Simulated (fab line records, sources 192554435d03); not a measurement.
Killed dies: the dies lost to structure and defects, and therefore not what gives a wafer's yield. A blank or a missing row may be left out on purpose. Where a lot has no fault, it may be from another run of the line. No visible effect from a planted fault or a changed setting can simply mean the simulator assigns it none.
A struck lot beside a sound one	flow n5_finfet	36 steps out of a route of 1938
Sound: the wafers L815.3, L815.5, L815.6. Struck: wafers L802.1, L802.3, L802.6. Last of all comes the cause.
For every step that has rows: the tool of each side, followed by ch and its chambers, followed by its first start. Under that, the readings that differ: sound wafers	struck wafers	difference of the means	sigmas: that difference in standard deviations of wafers without a fault.
alike: words and numbers the same on both sides, and readings whose means are apart by under 2 such deviations; not compared: readings that were withheld, readings missing a value for some wafer, numbers with overlapping values and no deviation given by the record, and bounds like >300 which may hide the same value.
Wherever a step has rows on one side only, a row that says differs or no value, or a row with sigmas, the two part there. Numbers that have no deviation but don't overlap get no sigmas and don't part them. A reading that every wafer of one side lacks parts them only if that side has two wafers or more.

first, 9 steps without rows for these wafers: N5_BEOL_M4_ANNEAL_95 (time 240 s); N5_BEOL_M4_SPUTTER_96 (material Cu, target thk 4.5 nm, time 8.29 s); N5_BEOL_M4_ECD_50 (material Cu, target thk 300 nm); N5_BEOL_M4_ANNEAL_51 (time 90 s); N5_BEOL_M4_CMP_52 (polishes, stops on SiOC, t overpolish 6.8 s, target thk 40 nm); N5_BEOL_M4_PRE_CLEAN_60 (time 15 s); N5_BEOL_M4_CO_CAP_55 (material Co, precursor CCTBA/H2, target thk 2 nm, time 102.1 s); N5_BEOL_M4_PRE_CLEAN_56 (time 15 s); N5_BEOL_M4_DEP_57 (deposits SiCN from 3MS/NH3, target thk 8 nm, time 14 s).
N5_BEOL_M4_RC_MEAS_101:
  sound on prober-01 ch 0, day 11 23:42; struck on prober-01 ch 0, day 8 17:27
  alike: DIBL_N, DIBL_P, IOFF_N, IOFF_P, ION_N, ION_P, SS_N, SS_P, VT_N, VT_P
then, 24 steps without rows for these wafers: N5_BEOL_M5_ILD_DEP_00 (deposits SiCOH lowk from DEMS/porogen, target thk 140.64 nm, time 25.9 s); N5_BEOL_M5_CURE_79 (cures SiCOH lowk, time 240 s); N5_BEOL_M5_PECVD_70 (deposits SiO2 from TEOS/O2, target thk 16 nm, time 18 s); N5_BEOL_M5_HM_DEP_02 (deposits TiN, target thk 20 nm); N5_BEOL_M5_COAT_59 (time 60 s, resist thk 60 nm); N5_BEOL_M5_COAT_60 (time 60 s, resist thk 12 nm); N5_BEOL_M5_COAT_71 (time 60 s, resist thk 5 nm); N5_BEOL_M5_COAT_05 (resist thk 30 nm); N5_BEOL_M5_EBR_07; N5_BEOL_M5_SOFTBAKE_06 (time 60 s); N5_BEOL_M5_EXPOSE_08 (exposes mask M5, target cd 28 nm); N5_BEOL_M5_PEB_09 (peb time 60 s); N5_BEOL_M5_DEVELOP_10 (develop time 30 s); N5_BEOL_M5_DESCUM_16 (chemistry O2, time 7 s); N5_BEOL_M5_ETCH_72 (etches underlayer in N2/H2, target depth 6.5 nm, time 5.2 s); N5_BEOL_M5_ETCH_61 (etches SiARC in CF4, target depth 15.6 nm, time 26 s); N5_BEOL_M5_ETCH_62 (etches SOC in N2/H2, target depth 75 nm, overetch 15 nm, time 112.5 s); N5_BEOL_M5_STRIP_63 (strips in N2/H2); N5_BEOL_M5_STRIP_73 (strips in N2/H2); N5_BEOL_M5_STRIP_64 (strips in CF4); N5_BEOL_M5_HM_OPEN_17 (chemistry Cl2/BCl3, target TiN, target depth 20 nm, overetch 6 nm); N5_BEOL_M5_STRIP_19 (strips in O2); N5_BEOL_M5_COAT_65 (time 60 s, resist thk 60 nm); N5_BEOL_M5_COAT_66 (time 60 s, resist thk 12 nm).
-- here the record skips 3 days between the struck wafers' starts before and after, leaving off in module BEOL_M5 and picking up in module BEOL_M14 (first step shown: number 1770 of the route) --
N5_BEOL_M14_DEP_53: deposits SiCN from 3MS/NH3, target thk 50 nm, time 17.8 s.
  sound on pecvd-04 ch 0,1,2, day 15 03:52; struck on pecvd-03 ch 0,1, day 12 02:34
  no value came back on the struck wafers for chamber_pressure_Torr (Torr), rf_fwd_power_W (W), showerhead_plenum_p_Torr (Torr), throttle_valve_pct (%); on the sound wafers chamber_pressure_Torr (Torr) reads 3.011 2.998 3.007
N5_PASSIVATION_PROBE_49:
  record: rows for the struck wafers here (prober-02, day 12 19:47), none for the sound ones

== WHERE THEY PART ==
Earliest at N5_BEOL_M14_DEP_53; latest, in this record, at N5_PASSIVATION_PROBE_49.

WHY: the cause the simulator had injected
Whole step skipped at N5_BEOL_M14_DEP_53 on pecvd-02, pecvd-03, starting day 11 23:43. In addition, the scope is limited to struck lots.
